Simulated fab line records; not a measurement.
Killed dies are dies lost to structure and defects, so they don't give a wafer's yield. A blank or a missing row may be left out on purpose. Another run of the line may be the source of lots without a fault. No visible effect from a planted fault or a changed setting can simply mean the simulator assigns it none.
fab line records | flow nand-harc
[record] lots = 7 | wafers = 21 | last-day = 24
route steps=1159 shown P_M1@306 P_M2@318 END@1159
lots untouched by any fault: they come from a run of this same line in which no faults occurred
start-h: start of the lot's first displayed wafer, in hours after the record's first day | wait-h: hours from the lot's prior step to this one | " unchanged from the row above | L1.1+2: one row covering several wafers at once | - no value present, or no start provided | * or withheld: withheld | < > ~ a bound
route shown NAME@n: a module of which the file shows steps, and the number in the route of the first | usual: mean and standard deviation over wafers with no fault | same: alike in all rows | chamber/n: place in a boat | sites: per-site readings | _std_site: how widely they spread, as a standard deviation | _edge_site: inner sites' mean taken away from outer sites' mean | radius-mm: for every site, how far away it sits from the centre of the wafer | mask NAME#n: copy n | behind: the last tool/chamber to shape the wafer | hold: why the lot went on hold/how many hours it stayed there/how the hold came to an end | device: which transistor (n, p or np) failed to switch | end of line: tests run on the same wafers once the route is complete | a step with no rows: only its recipe | killed: dies that structure and defects cost at the first sort, which is not the same as the wafer's yield | map: dies across one wafer; x = killed, . = not, _ = none there
set.NAME: the run value of the setting; set.NAME@STEP: its run value at that earlier step | model.NAME: the simulator's own value behind a step, which no gauge read
a table for each step, a row for each wafer; lots at some steps of the route
services: from which hour (start-h, from the record's first day; less than 0 if before it) a tool's chamber was out of use, for how many hours, and why
[[steps]]
[step NHARC_P_M1_PRE_CLEAN_30]
[recipe] time-s = 30 | temp-c = 280 | gas = H2/He
[usual] heater-power-w = 402/31 | susceptor-temp-C = 279.98/0.18
[same] time-s = 30
lot.wafer | tool           | chamber | start-h | wait-h | heater-power-w | susceptor-temp-C
L672.2    | pvd-sputter-02 | -       | -       | -      | 437            | 279.73
L672.5    | "              | -       | "       | "      | 426            | 279.93
L672.6    | "              | -       | "       | "      | 361            | 279.66
L674.2    | pvd-sputter-02 | -       | -       | -      | 358            | 279.83
L674.5    | "              | -       | "       | "      | 415            | 279.82
L674.6    | "              | -       | "       | "      | 435            | 280.06
L676.3    | pvd-sputter-02 | -       | -       | -      | 352            | 279.85
L676.6    | "              | -       | "       | "      | 358            | 280.36
L676.5    | "              | -       | "       | "      | 346            | 279.92
L682.2    | pvd-sputter-02 | -       | -       | -      | 439            | 280.09
L682.4    | "              | -       | "       | "      | 351            | 280.09
L682.6    | "              | -       | "       | "      | 404            | 279.93
L685.3    | pvd-sputter-01 | -       | -       | -      | 395            | 280.03
L685.2    | "              | -       | "       | "      | 452            | 279.87
L685.1    | "              | -       | "       | "      | 410            | 279.97
L687.4    | pvd-sputter-01 | -       | -       | -      | 438            | 279.94
L687.1    | "              | -       | "       | "      | 411            | 279.77
L687.5    | "              | -       | "       | "      | 415            | 279.99
L690.4    | pvd-sputter-03 | -       | -       | -      | 387            | 279.70
L690.6    | "              | -       | "       | "      | 402            | 280.11
L690.5    | "              | -       | "       | "      | 385            | 279.81
[step NHARC_P_M1_PVD_20]
[recipe] target-thk-a = 50 | bias-v = 168.6 | power-w = 15000 | chamber-pressure-pa = 0.12 | time-s = 8.06 | substrate-temp-c = 50 | material = TaN
[usual] throttle-valve-pct = 29.8/1.1
[same] time-s = 8.06
lot.wafer | tool           | chamber | start-h | wait-h | throttle-valve-pct
L672.2    | pvd-sputter-02 | -       | -       | -      | 29.5
L672.5    | "              | -       | "       | "      | 31.3
L672.6    | "              | -       | "       | "      | 28.2
L674.2    | pvd-sputter-02 | -       | -       | -      | 29.8
L674.6    | "              | -       | "       | "      | 28.8
L674.5    | "              | -       | "       | "      | 29.6
L676.3    | pvd-sputter-02 | -       | -       | -      | 28.5
L676.6    | "              | -       | "       | "      | 29.5
L676.5    | "              | -       | "       | "      | 30.9
L682.2    | pvd-sputter-02 | -       | -       | -      | 29.4
L682.4    | "              | -       | "       | "      | 28.6
L682.6    | "              | -       | "       | "      | 29.6
L685.3    | pvd-sputter-01 | -       | -       | -      | 28.4
L685.2    | "              | -       | "       | "      | 29.0
L685.1    | "              | -       | "       | "      | 28.9
L687.1    | pvd-sputter-01 | -       | -       | -      | 28.3
L687.4    | "              | -       | "       | "      | 28.8
L687.5    | "              | -       | "       | "      | 28.3
L690.4    | pvd-sputter-03 | -       | -       | -      | 31.4
L690.5    | "              | -       | "       | "      | 29.8
L690.6    | "              | -       | "       | "      | 29.8
[step NHARC_P_M1_PVD_21]
[recipe] target-thk-a = 300 | chamber-pressure-pa = 5 | power-w = 5000 | substrate-temp-c = 30 | time-s = 20.49 | material = Cu
[step NHARC_P_M1_ECD_22]
[recipe] target-thk-a = 4000 | bath-temp-c = 25 | material = Cu
[step NHARC_P_M1_ANNEAL_31]
[recipe] temp-c = 225 | time-s = 90
[step NHARC_P_M1_CMP_23]
[recipe] t-overpolish-s = 20 | target-thk-nm = 157.82
[usual] motor-current-A = 11.9/1.2 | time-to-endpoint-s = 28/3.1
lot.wafer | tool   | chamber | start-h | wait-h | motor-current-A | time-to-endpoint-s
L672.2    | cmp-01 | 2       | 146.34  | -      | 12.3            | 28
L672.6    | "      | 1       | "       | "      | 11.4            | 26
L672.5    | "      | 2       | "       | "      | 12.0            | 28
L674.2    | cmp-04 | 0       | 162.22  | -      | 11.5            | 25
L674.6    | "      | 3       | "       | "      | 13.8            | 27
L674.5    | "      | 0       | "       | "      | 11.9            | 26
L676.3    | cmp-01 | 2       | 177.14  | -      | 11.7            | 29
L676.5    | "      | 3       | "       | "      | 10.1            | 26
L676.6    | "      | 0       | "       | "      | 12.7            | 34
L682.2    | cmp-02 | 1       | 200.53  | -      | 10.9            | 32
L682.4    | "      | 0       | "       | "      | 11.3            | 31
L682.6    | "      | 2       | "       | "      | 12.6            | 26
L685.3    | cmp-01 | 2       | 226.51  | -      | 12.0            | 27
L685.1    | "      | 3       | "       | "      | 10.0            | 26
L685.2    | "      | 1       | "       | "      | 11.5            | 25
L687.4    | cmp-04 | 1       | 231.14  | -      | 13.6            | 25
L687.1    | "      | 2       | "       | "      | 11.7            | 27
L687.5    | "      | 1       | "       | "      | 14.0            | 25
L690.4    | cmp-01 | 0       | 254.28  | -      | 13.1            | 31
L690.6    | "      | 3       | "       | "      | 10.2            | 26
L690.5    | "      | 0       | "       | "      | 12.9            | 31
[step NHARC_P_M1_THK_MEAS_24]
[recipe] thk-meas-gauge = xrf
[usual] thk-nm = 157.3/1.5
lot.wafer | tool          | chamber | start-h | wait-h | thk-nm
L672.2    | film-metro-01 | -       | 146.63  | -      | 156.6
L672.5    | "             | -       | "       | "      | 157.3
L672.6    | "             | -       | "       | "      | 157.1
L674.2    | film-metro-02 | -       | 162.51  | -      | 156.2
L674.5    | "             | -       | "       | "      | 156.5
L674.6    | "             | -       | "       | "      | 156.1
L676.3    | film-metro-01 | -       | 177.37  | -      | 155.1
L676.5    | "             | -       | "       | "      | 155.5
L676.6    | "             | -       | "       | "      | 157.0
L682.2    | film-metro-01 | -       | 200.85  | -      | 159.4
L682.4    | "             | -       | "       | "      | 158.3
L682.6    | "             | -       | "       | "      | 155.9
L685.1    | film-metro-01 | -       | 226.83  | -      | 157.1
L685.2    | "             | -       | "       | "      | 157.2
L685.3    | "             | -       | "       | "      | 157.6
L687.1    | film-metro-01 | -       | 231.43  | -      | 157.9
L687.4    | "             | -       | "       | "      | 157.9
L687.5    | "             | -       | "       | "      | 154.7
L690.4    | film-metro-01 | -       | 254.57  | -      | 155.9
L690.5    | "             | -       | "       | "      | 154.6
L690.6    | "             | -       | "       | "      | 156.1
[step NHARC_P_M1_SRD_25]
[step NHARC_P_M1_INSPECT_27]
[usual] raw-defect-count = 302/90
lot.wafer | tool              | chamber | start-h | wait-h | raw-defect-count
L672.2    | defect-inspect-01 | -       | 146.78  | 0.0    | 371
L672.5    | "                 | -       | "       | "      | 267
L672.6    | "                 | -       | "       | "      | 245
L674.2    | defect-inspect-01 | -       | 162.67  | 0.0    | 248
L674.5    | "                 | -       | "       | "      | 181
L674.6    | "                 | -       | "       | "      | 283
L676.3    | defect-inspect-02 | -       | 177.55  | 0.1    | 109
L676.5    | "                 | -       | "       | "      | 149
L676.6    | "                 | -       | "       | "      | 227
L682.2    | defect-inspect-02 | -       | 201.00  | 0.0    | 263
L682.4    | "                 | -       | "       | "      | 291
L682.6    | "                 | -       | "       | "      | 217
L685.1    | defect-inspect-01 | -       | 226.98  | 0.0    | 351
L685.2    | "                 | -       | "       | "      | 293
L685.3    | "                 | -       | "       | "      | 311
L687.1    | defect-inspect-01 | -       | 231.58  | 0.0    | 268
L687.4    | "                 | -       | "       | "      | 381
L687.5    | "                 | -       | "       | "      | 301
L690.4    | defect-inspect-02 | -       | 254.73  | 0.0    | 301
L690.5    | "                 | -       | "       | "      | 225
L690.6    | "                 | -       | "       | "      | 311
[step NHARC_P_M1_PRE_CLEAN_32]
[recipe] time-s = 12 | temp-c = 370 | rf-power-w = 300 | gas = NH3
[usual] heater-power-w = 636/76 | rf-fwd-power-W = 292.5/1 | susceptor-temp-C = 370.00/0.21
[same] time-s = 12
lot.wafer | tool     | chamber | start-h | wait-h | heater-power-w | rf-fwd-power-W | since-wet-clean-h | susceptor-temp-C
L672.2    | pecvd-02 | 1       | 146.88  | 0.1    | 524            | 295.1          | 162               | 370.12
L672.5    | "        | 2       | "       | "      | 661            | 291.9          | -                 | 369.89
L672.6    | "        | 1       | "       | "      | 518            | 293.3          | -                 | 370.11
L674.2    | pecvd-03 | 1       | 162.73  | 0.1    | 625            | 292.7          | 38                | 370.04
L674.5    | "        | 1       | "       | "      | 610            | 294.0          | -                 | 369.93
L674.6    | "        | 0       | "       | "      | 573            | 292.7          | -                 | 369.68
L676.3    | pecvd-04 | 0       | 177.62  | 0.1    | 544            | 293.1          | 150               | 370.27
L676.5    | "        | 2       | "       | "      | 758            | 293.3          | -                 | 369.89
L676.6    | "        | 0       | "       | "      | 542            | 293.2          | -                 | 370.23
L682.2    | pecvd-02 | 0       | 201.07  | 0.1    | 782            | 293.1          | 35                | 369.92
L682.4    | "        | 1       | "       | "      | 497            | 293.0          | -                 | 369.78
L682.6    | "        | 2       | "       | "      | 670            | 292.4          | -                 | 369.56
L685.2    | pecvd-04 | 2       | 227.05  | 0.1    | 681            | 294.1          | 19                | 370.11
L685.1    | "        | 0       | "       | "      | 623            | 291.7          | 19                | 369.84
L685.3    | "        | 1       | "       | "      | 613            | 294.3          | 19                | 369.96
L687.1    | pecvd-02 | 0       | 231.66  | 0.1    | 766            | 292.1          | 65                | 370.26
L687.4    | "        | 0       | "       | "      | 782            | 292.7          | -                 | 370.45
L687.5    | "        | 1       | "       | "      | 524            | 294.8          | -                 | 370.23
L690.4    | pecvd-03 | 2       | 254.83  | 0.1    | 605            | 292.0          | -                 | 369.85
L690.6    | "        | 0       | "       | "      | 583            | 292.9          | -                 | 369.52
L690.5    | "        | 1       | "       | "      | 677            | 292.4          | -                 | 370.20
[step NHARC_P_M1_DEP_33]
[recipe] target-thk-a = 300 | temp-c = 370 | target-thk-nm = 30 | pressure-torr = 3 | flow-sccm = 200 | rf-w = 450 | material = SiCN
[usual] heater-power-w = 578/71 | rf-fwd-power-W = 448.9/1.5 | showerhead-vpp-V = 1289/47 | susceptor-temp-C = 369.98/0.22
lot.wafer | tool     | chamber | start-h | wait-h | heater-power-w | rf-fwd-power-W | showerhead-vpp-V | since-wet-clean-h | susceptor-temp-C
L672.2    | pecvd-02 | 1       | 147.02  | 0.1    | 508            | 449.9          | 1241             | 162               | 370.07
L672.5    | "        | 2       | "       | "      | 600            | 447.7          | 1227             | -                 | 370.07
L672.6    | "        | 1       | "       | "      | 515            | 449.4          | 1252             | -                 | 369.79
L674.2    | pecvd-03 | 1       | 162.81  | 0.1    | 591            | 451.2          | 1281             | 38                | 370.14
L674.5    | "        | 1       | "       | "      | 600            | 449.7          | 1263             | -                 | 370.11
L674.6    | "        | 0       | "       | "      | 539            | 450.4          | 1300             | -                 | 369.66
L676.3    | pecvd-04 | 0       | 177.73  | 0.1    | 574            | 447.3          | 1293             | 151               | 370.27
L676.5    | "        | 2       | "       | "      | 607            | 448.2          | 1265             | -                 | 370.08
L676.6    | "        | 0       | "       | "      | 557            | 450.3          | 1324             | -                 | 370.50
L682.2    | pecvd-02 | 0       | 201.15  | 0.1    | 709            | 451.2          | 1324             | 35                | 370.17
L682.4    | "        | 1       | "       | "      | 494            | 448.2          | 1285             | -                 | 369.56
L682.6    | "        | 2       | "       | "      | 636            | 448.3          | 1232             | -                 | 369.84
L685.2    | pecvd-04 | 2       | 227.13  | 0.1    | 595            | 448.6          | 1263             | 19                | 370.38
L685.1    | "        | 0       | "       | "      | 615            | 450.4          | 1322             | 19                | 369.42
L685.3    | "        | 1       | "       | "      | 556            | 449.6          | 1344             | 19                | 370.09
L687.1    | pecvd-02 | 0       | 231.77  | 0.1    | 618            | 450.2          | 1313             | 65                | 370.00
L687.4    | "        | 0       | "       | "      | 628            | 449.0          | 1323             | -                 | 369.92
L687.5    | "        | 1       | "       | "      | 494            | 445.9          | 1245             | -                 | 370.27
L690.4    | pecvd-03 | 2       | 255.00  | 0.2    | 620            | 450.0          | 1319             | -                 | 369.79
L690.6    | "        | 0       | "       | "      | 472            | 448.0          | 1327             | -                 | 369.58
L690.5    | "        | 1       | "       | "      | 529            | 450.7          | 1251             | -                 | 369.86
[step NHARC_P_M2_DEP_00]
[recipe] target-thk-a = 1825 | target-thk-nm = 182.5 | temp-c = withheld | pressure-torr = 5 | flow-sccm = 200 | rf-w = 600 | material = SiOC
[usual] rf-fwd-power-W = 598.6/1.7 | showerhead-vpp-V = 1488/54
lot.wafer | tool     | chamber | start-h | wait-h | rf-fwd-power-W | showerhead-vpp-V | since-wet-clean-h
L672.2    | pecvd-02 | 2       | 147.37  | -      | 598.4          | 1415             | 162
L672.5    | "        | 2       | "       | "      | 599.3          | 1410             | -
L672.6    | "        | 0       | "       | "      | 595.7          | 1555             | -
L672.2    | pecvd-02 | 2       | 148.12  | -      | 600.3          | 1417             | -
L672.5    | "        | 2       | "       | "      | 603.4          | 1418             | -
L672.6    | "        | 0       | "       | "      | 598.4          | 1519             | -
L674.2    | pecvd-04 | 1       | 163.22  | -      | 599.5          | 1572             | 136
L674.5    | "        | 2       | "       | "      | 600.7          | 1469             | -
L674.6    | "        | 0       | "       | "      | 598.9          | 1513             | -
L674.2    | pecvd-04 | 1       | 163.82  | -      | 601.9          | 1565             | -
L674.5    | "        | 2       | "       | "      | 599.2          | 1465             | -
L674.6    | "        | 0       | "       | "      | 601.1          | 1494             | -
L676.3    | pecvd-02 | 2       | 178.15  | -      | 600.4          | 1436             | 12
L676.5    | "        | 2       | "       | "      | 597.7          | 1374             | -
L676.6    | "        | 0       | "       | "      | 598.0          | 1505             | -
L676.3    | pecvd-02 | 2       | 180.56  | -      | 600.1          | 1417             | -
L676.5    | "        | 2       | "       | "      | 598.8          | 1415             | -
L676.6    | "        | 0       | "       | "      | 598.8          | 1549             | -
L682.2    | pecvd-02 | 0       | 201.64  | -      | 599.1          | 1522             | 35
L682.4    | "        | 1       | "       | "      | 599.3          | 1483             | -
L682.6    | "        | 0       | "       | "      | 598.8          | 1517             | -
L685.2    | pecvd-02 | 2       | 227.62  | -      | 596.9          | 1408             | 61
L685.3    | "        | 0       | "       | "      | 599.4          | 1548             | 61
L685.1    | "        | 1       | "       | "      | 598.4          | 1450             | 61
L687.1    | pecvd-03 | 1       | 232.22  | -      | 598.2          | 1445             | 108
L687.4    | "        | 2       | "       | "      | 597.7          | 1548             | -
L687.5    | "        | 0       | "       | "      | 598.9          | 1490             | -
L690.6    | pecvd-04 | 1       | 255.46  | -      | 595.9          | 1547             | -
L690.4    | "        | 2       | "       | "      | 599.1          | 1469             | -
L690.5    | "        | 0       | "       | "      | 598.9          | 1528             | -
[step NHARC_P_M2_DEHYDRATE_01]
[recipe] temp-c = 150 | time-s = 120
[step NHARC_END_SORT_01]
[recipe] temp-c = 25
[usual] defect-limited-yield = 95.3/1.7 | killed-at-array = 28/11 | killed-at-other = 0.8/1.1 | killed-at-periphery = 3.3/2.8 | killed-dies = 32/11 | killed-open = 3.3/1.9 | killed-short = 1.9/1.4 | sort_bin_2_pct = 1.4/0.68 | sort_bin_3_pct = 0.25/0.24 | sort_bin_4_pct = 3.0/1.1 | sort-n-pass = 645/11 | sort-rim-yield-pct = 95.3/2.5 | sort-yield-pct = 95.3/1.7
[same] gross-dies = 677 | sort_bin_5_pct[%] = 0 | sort_bin_6_pct[%] = 0 | sort_bin_7_pct[%] = 0 | sort_bin_8_pct[%] = 0 | sort-rim-n-gross = 106.00
lot.wafer | tool      | chamber | start-h | wait-h | defect-limited-yield[%] | killed-at-array | killed-at-other | killed-at-periphery | killed-dies | killed-open | killed-short | sort_bin_2_pct[%] | sort_bin_3_pct[%] | sort_bin_4_pct[%] | sort-n-pass | sort-rim-yield-pct[%] | sort-yield-pct[%]
L672.2    | prober-01 | 0       | 469.55  | 2.8    | 0                       | 25              | 1               | 651                 | 677         | 5           | 4            | 97.0              | 0.30              | 2.7               | 0           | 0                     | 0
L672.5    | prober-01 | 0       | 471.93  | 3.7    | 0                       | 30              | 0               | 647                 | 677         | 2           | 3            | 96.3              | 1.03              | 2.7               | 0           | 0                     | 0
L672.6    | prober-01 | 0       | 472.72  | 4.0    | 0                       | 23              | 0               | 654                 | 677         | 2           | 1            | 98.4              | 0.15              | 1.5               | 0           | 0                     | 0
L674.2    | prober-02 | 0       | 477.82  | 2.8    | 0                       | 39              | 0               | 638                 | 677         | 3           | 2            | 94.7              | 0.59              | 4.7               | 0           | 0                     | 0
L674.5    | prober-02 | 0       | 480.23  | 3.7    | 0                       | 34              | 0               | 643                 | 677         | 2           | 3            | 96.3              | 0.15              | 3.5               | 0           | 0                     | 0
L674.6    | prober-02 | 0       | 481.04  | 4.0    | 0                       | 29              | 1               | 647                 | 677         | 7           | 3            | 96.3              | 0.30              | 3.4               | 0           | 0                     | 0
L676.3    | prober-01 | 0       | 496.27  | 3.1    | 0                       | 27              | 1               | 649                 | 677         | 5           | 3            | 96.5              | 0.44              | 3.1               | 0           | 0                     | 0
L676.5    | prober-01 | 0       | 497.86  | 3.7    | 0                       | 13              | 1               | 663                 | 677         | 1           | 2            | 98.2              | 0.30              | 1.5               | 0           | 0                     | 0
L676.6    | prober-01 | 0       | 498.65  | 4.0    | 0                       | 32              | 1               | 644                 | 677         | 6           | 1            | 96.6              | 0.15              | 3.2               | 0           | 0                     | 0
L685.1    | prober-01 | 0       | 561.02  | 2.5    | 96.8                    | 21              | 0               | 1                   | 22          | 0           | 1            | 0.7               | 0.15              | 2.4               | 655         | 96.2                  | 96.8
L687.1    | prober-02 | 0       | 568.73  | 2.5    | 97.8                    | 14              | 0               | 1                   | 15          | 1           | 4            | 0.7               | 0                 | 1.5               | 662         | 94.3                  | 97.8
L687.4    | prober-02 | 0       | 571.12  | 3.4    | 97.6                    | 15              | 0               | 1                   | 16          | 3           | 2            | 0.9               | 0                 | 1.5               | 661         | 95.3                  | 97.6
L687.5    | prober-02 | 0       | 571.92  | 3.7    | 97.5                    | 16              | 0               | 1                   | 17          | 2           | 2            | 0.7               | 0                 | 1.8               | 660         | 98.1                  | 97.5
// killed by level:class
L672.2 P_M2:area-dep=648 A_CHANNEL_HOLE_D1:chamber-film-flake=13 A_CHANNEL_FILL_D1:geometric-particle:open=3 A_CHANNEL_FILL_D1:geometric-particle:short=2 A_CHANNEL_FILL_D1:chamber-film-flake=2 A_STAIRCASE:chamber-film-flake=2 P_GATE:geometric-particle:short=1 A_CONTACT:geometric-particle:open=1
L672.5 P_M2:area-dep=644 A_CHANNEL_HOLE_D1:chamber-film-flake=17 A_STAIRCASE:chamber-film-flake=3 A_CONTACT:chamber-film-flake=3 A_CHANNEL_FILL_D1:chamber-film-flake=2 A_WL_FILL:chamber-film-flake=2 P_CONTACT:geometric-particle:short=1 P_CONTACT:geometric-particle:open=1
L672.6 P_M2:area-dep=651 A_CHANNEL_HOLE_D1:chamber-film-flake=14 P_CONTACT:geometric-particle:open=2 A_CHANNEL_FILL_D1:chamber-film-flake=2 A_STAIRCASE:chamber-film-flake=2 A_CONTACT:chamber-film-flake=2 A_ONON_D1:geometric-particle:short=1 P_STI:chamber-film-flake=1
L674.2 P_M2:area-dep=633 A_CHANNEL_HOLE_D1:chamber-film-flake=19 A_SLIT:chamber-film-flake=11 A_STAIRCASE:chamber-film-flake=4 A_CONTACT:chamber-film-flake=3 P_CONTACT:geometric-particle:short=2 P_CONTACT:geometric-particle:open=1 P_M0:geometric-particle:open=1
L674.5 P_M2:area-dep=640 A_CHANNEL_HOLE_D1:chamber-film-flake=18 A_SLIT:chamber-film-flake=9 A_STAIRCASE:chamber-film-flake=4 P_CONTACT:geometric-particle:short=1 P_M0:geometric-particle:open=1 P_M1:geometric-particle:short=1 A_CONTACT:geometric-particle:short=1
L674.6 P_M2:area-dep=644 A_CHANNEL_HOLE_D1:chamber-film-flake=10 A_SLIT:chamber-film-flake=7 A_STAIRCASE:chamber-film-flake=3 A_CHANNEL_HOLE_D1:geometric-particle:open=2 P_CONTACT:geometric-particle:open=1 P_M0:geometric-particle:open=1 A_CHANNEL_HOLE_D1:geometric-particle:short=1
L676.3 P_M2:area-dep=647 A_SGD_CUT:chamber-film-flake=8 A_CHANNEL_HOLE_D1:chamber-film-flake=5 A_STAIRCASE:chamber-film-flake=3 A_BLC:chamber-film-flake=3 A_CONTACT:geometric-particle:open=2 P_M0:geometric-particle:open=1 A_ONON_D1:geometric-particle:open=1
L676.5 P_M2:area-dep=660 A_STAIRCASE:chamber-film-flake=4 A_CHANNEL_HOLE_D1:chamber-film-flake=3 A_SGD_CUT:chamber-film-flake=3 A_ONON_D1:geometric-particle:short=2 P_M1:chamber-film-flake=2 A_M0:geometric-particle:open=1 P_STI:chamber-film-flake=1
L676.6 P_M2:area-dep=642 A_CHANNEL_HOLE_D1:chamber-film-flake=7 A_STAIRCASE:chamber-film-flake=7 A_SGD_CUT:chamber-film-flake=6 A_BLC:chamber-film-flake=4 A_CONTACT:geometric-particle:open=3 P_CONTACT:geometric-particle:open=1 A_SGD_CUT:geometric-particle:short=1
L685.1 A_CHANNEL_HOLE_D1:chamber-film-flake=8 A_STAIRCASE:chamber-film-flake=8 A_CONTACT:chamber-film-flake=2 A_SGD_CUT:geometric-particle:short=1 P_M1:chamber-film-flake=1 A_WL_FILL:chamber-film-flake=1 A_BONDPAD:chamber-film-flake=1
L687.1 A_CHANNEL_HOLE_D1:chamber-film-flake=5 A_CONTACT:chamber-film-flake=5 P_CONTACT:geometric-particle:short=1 A_ONON_D1:geometric-particle:short=1 A_CHANNEL_FILL_D1:geometric-particle:short=1 A_M0:geometric-particle:open=1 A_M0:geometric-particle:short=1
L687.4 A_CHANNEL_HOLE_D1:chamber-film-flake=5 A_STAIRCASE:chamber-film-flake=3 A_CONTACT:geometric-particle:open=2 A_CONTACT:chamber-film-flake=2 A_SOURCE_PLATE:geometric-particle:open=1 A_CHANNEL_FILL_D1:geometric-particle:short=1 A_CONTACT:geometric-particle:short=1 P_BONDPAD:chamber-film-flake=1
L687.5 A_CHANNEL_HOLE_D1:chamber-film-flake=6 A_CONTACT:chamber-film-flake=6 P_CONTACT:geometric-particle:open=1 A_ONON_D1:geometric-particle:short=1 A_CHANNEL_FILL_D1:geometric-particle:short=1 A_BLC:geometric-particle:open=1 A_SLIT:chamber-film-flake=1
// map L672.2 (x killed, . not)
____________x____________
_________xxxxxxx_________
_______xxxxxxxxxxx_______
______xxxxxxxxxxxxx______
_____xxxxxxxxxxxxxxx_____
____xxxxxxxxxxxxxxxxx____
____xxxxxxxxxxxxxxxxx____
___xxxxxxxxxxxxxxxxxxx___
___xxxxxxxxxxxxxxxxxxx___
__xxxxxxxxxxxxxxxxxxxxx__
__xxxxxxxxxxxxxxxxxxxxx__
_xxxxxxxxxxxxxxxxxxxxxxx_
_xxxxxxxxxxxxxxxxxxxxxxx_
_xxxxxxxxxxxxxxxxxxxxxxx_
_xxxxxxxxxxxxxxxxxxxxxxx_
_xxxxxxxxxxxxxxxxxxxxxxx_
xxxxxxxxxxxxxxxxxxxxxxxxx
xxxxxxxxxxxxxxxxxxxxxxxxx
xxxxxxxxxxxxxxxxxxxxxxxxx
xxxxxxxxxxxxxxxxxxxxxxxxx
xxxxxxxxxxxxxxxxxxxxxxxxx
_xxxxxxxxxxxxxxxxxxxxxxx_
_xxxxxxxxxxxxxxxxxxxxxxx_
_xxxxxxxxxxxxxxxxxxxxxxx_
_xxxxxxxxxxxxxxxxxxxxxxx_
_xxxxxxxxxxxxxxxxxxxxxxx_
__xxxxxxxxxxxxxxxxxxxxx__
__xxxxxxxxxxxxxxxxxxxxx__
___xxxxxxxxxxxxxxxxxxx___
___xxxxxxxxxxxxxxxxxxx___
____xxxxxxxxxxxxxxxxx____
____xxxxxxxxxxxxxxxxx____
_____xxxxxxxxxxxxxxx_____
______xxxxxxxxxxxxx______
_______xxxxxxxxxxx_______
_________xxxxxxx_________
____________x____________
// map L674.2 (x killed, . not)
____________x____________
_________xxxxxxx_________
_______xxxxxxxxxxx_______
______xxxxxxxxxxxxx______
_____xxxxxxxxxxxxxxx_____
____xxxxxxxxxxxxxxxxx____
____xxxxxxxxxxxxxxxxx____
___xxxxxxxxxxxxxxxxxxx___
___xxxxxxxxxxxxxxxxxxx___
__xxxxxxxxxxxxxxxxxxxxx__
__xxxxxxxxxxxxxxxxxxxxx__
_xxxxxxxxxxxxxxxxxxxxxxx_
_xxxxxxxxxxxxxxxxxxxxxxx_
_xxxxxxxxxxxxxxxxxxxxxxx_
_xxxxxxxxxxxxxxxxxxxxxxx_
_xxxxxxxxxxxxxxxxxxxxxxx_
xxxxxxxxxxxxxxxxxxxxxxxxx
xxxxxxxxxxxxxxxxxxxxxxxxx
xxxxxxxxxxxxxxxxxxxxxxxxx
xxxxxxxxxxxxxxxxxxxxxxxxx
xxxxxxxxxxxxxxxxxxxxxxxxx
_xxxxxxxxxxxxxxxxxxxxxxx_
_xxxxxxxxxxxxxxxxxxxxxxx_
_xxxxxxxxxxxxxxxxxxxxxxx_
_xxxxxxxxxxxxxxxxxxxxxxx_
_xxxxxxxxxxxxxxxxxxxxxxx_
__xxxxxxxxxxxxxxxxxxxxx__
__xxxxxxxxxxxxxxxxxxxxx__
___xxxxxxxxxxxxxxxxxxx___
___xxxxxxxxxxxxxxxxxxx___
____xxxxxxxxxxxxxxxxx____
____xxxxxxxxxxxxxxxxx____
_____xxxxxxxxxxxxxxx_____
______xxxxxxxxxxxxx______
_______xxxxxxxxxxx_______
_________xxxxxxx_________
____________x____________
[[services]]
tool           | chamber | start-h | hours | kind
pecvd-02       | -       | 123.22  | 0.9   | repair
cmp-02         | -       | 128.50  | 4.0   | pm
cmp-04         | -       | 130.05  | 0.6   | repair
cmp-01         | -       | 133.97  | 3.2   | repair
cmp-01         | -       | 140.08  | 0.4   | repair
pecvd-04       | 2       | 148.30  | 5.7   | repair
cmp-01         | -       | 148.99  | 0.5   | repair
cmp-04         | -       | 151.76  | 1.1   | repair
pecvd-02       | -       | 153.33  | 13.0  | pm
cmp-04         | -       | 154.51  | 0.9   | repair
pvd-sputter-01 | -       | 158.83  | 10.0  | pm
cmp-04         | -       | 159.14  | 1.7   | repair
cmp-02         | -       | 164.89  | 2.2   | repair
cmp-01         | -       | 179.50  | 4.0   | pm
cmp-02         | -       | 192.04  | 3.8   | repair
pecvd-04       | -       | 195.41  | 13.0  | pm
pecvd-02       | 1       | 197.67  | 1.8   | repair
cmp-04         | -       | 203.11  | 4.0   | pm
pvd-sputter-02 | -       | 206.10  | 2.2   | repair
pvd-sputter-03 | -       | 207.74  | 10.3  | repair
pvd-sputter-02 | -       | 214.00  | 10.0  | pm
pecvd-03       | -       | 233.74  | 1.1   | repair
pvd-sputter-01 | -       | 240.30  | 3.6   | repair
pvd-sputter-01 | -       | 252.22  | 3.2   | repair
[[key]]
[first-sign] step = NHARC_P_M2_DEP_00 | reading = visit | direction = added
[effect] step = NHARC_END_SORT_01 | reading = killed-at-periphery | direction = up | sigmas = 99+ | usual = 3.3 | struck = 648.4
[more-kills-born-at] NHARC_P_M2_DEP_00@pecvd-02 = 3892 | NHARC_P_M2_DEP_00@pecvd-04 = 1917
met-at NHARC_P_M2_DEP_00
struck-wafers L672.2,L672.5,L672.6,L674.2,L674.5,L674.6,L676.3,L676.5,L676.6
later-rows-left-out L672.2,L672.5,L672.6,L674.2,L674.5,L674.6,L676.3,L676.5,L676.6
[fault] kind = repeated-step-whole | tool = pecvd-02,pecvd-03,pecvd-04 | chamber = - | onset-h = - | steps = NHARC_P_M2_DEP_00 | times = 1 | scope = struck-lots-only
// later-rows-left-out: the simulator's readings of these wafers behind a module that went badly wrong aren't trusted and aren't shown, but for the sort
